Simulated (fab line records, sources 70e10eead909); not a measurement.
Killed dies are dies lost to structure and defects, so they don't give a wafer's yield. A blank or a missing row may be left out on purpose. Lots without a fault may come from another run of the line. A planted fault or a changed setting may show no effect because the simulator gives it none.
Problem report in the 8D (eight disciplines) form, filled by code | flow nand_harc | the parts of the form that need people (team, actions taken, sign-off) are left out

1. THE PROBLEM
overpolish_run_s at NHARC_P_CONTACT_CMP_24 reads a mean of 10.168 s on 6 wafers of 2 lots; wafers without a fault read 29.999 s with a standard deviation of 0.0093. That is -99 or more standard deviations from the usual mean.
The step: polishes, t overpolish 30 s, target thk 200 nm.
First seen on wafer L185.3, day 9 06:10, on cmp-03. The record holds 36 wafers of 12 lots with a number at this step. Rule for "out", or "out of limits": more than 4 standard deviations from the usual mean. The other wafers with a number count as sound.

2. WHAT IT IS AND WHAT IT IS NOT
question                    | is                                   | is not
which readings at this step | overpolish_run_s, time_to_endpoint_s | motor_current_A
which lots                  | L185, L187                           | L173, L174, L175, L177, L178, L179, L180, L194, L195, L196
which wafers of those lots  | all that have a number               | -
read on which tools         | cmp-03                               | cmp-01, cmp-02
when                        | from day 9 06:10                     | up to then (21 sound wafers); but 9 sound wafers of L194, L195, L196 came after

3. SUSPECTS, AND WHAT RULES EACH OUT
Counting: a tool at a process step up to the reading stays a suspect if it ran every lot that is out and no sound lot after the first of them.
- rie_diel-05 at NHARC_P_CONTACT_STRIP_28 (strips in O2): ruled out as a lasting fault. Sound lots L195, L196 ran on it after its first lot that is out, L185 (day 9 00:46).
- cmp-03 at NHARC_P_CONTACT_CMP_24 (polishes, t overpolish 30 s, target thk 200 nm): kept. It ran every lot that is out, first L185 (day 9 06:10), and no sound lot after that; its last sound lot up to then is L180 (day 7 07:44). Its own readings are out on those wafers: overpolish_run_s, time_to_endpoint_s.
Left after counting: cmp-03 at NHARC_P_CONTACT_CMP_24.

4. THE CAUSE (what the simulator had put in)
Process parameter drift: cmp-03, from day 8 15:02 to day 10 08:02, at NHARC_P_CONTACT_CMP_24. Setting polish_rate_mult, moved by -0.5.
Counting left only this tool.

5. THE CHAIN OF EFFECTS, in route order
Each row: a reading whose mean over the struck wafers that have a number lies more than 3 standard deviations from the usual. Only readings for which the record gives a usual standard deviation are gone through. hours: the time from each lot's start at the first step in this table that gives one to its start at this step, as a median over the lots. sigmas: the change in usual standard deviations.
hours | step                   | reading            | usual    | on struck wafers | change  | sigmas
0     | NHARC_P_CONTACT_CMP_24 | overpolish_run_s   | 29.999 s | 10.168           | -19.831 | -99 or more
0     | NHARC_P_CONTACT_CMP_24 | time_to_endpoint_s | 39.5 s   | 80.1             | +40.6   | +16
The process steps in it:
- NHARC_P_CONTACT_CMP_24: polishes, t overpolish 30 s, target thk 200 nm.
Later measuring or inspecting steps at which every struck wafer that the step has a row for has a number for every such reading, and none has moved that far: NHARC_END_SORT_01.

6. WHAT WOULD HAVE CAUGHT IT SOONER
In this record the first reading out of limits was taken at day 9 06:10, 15 hours after the fault began at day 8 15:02.
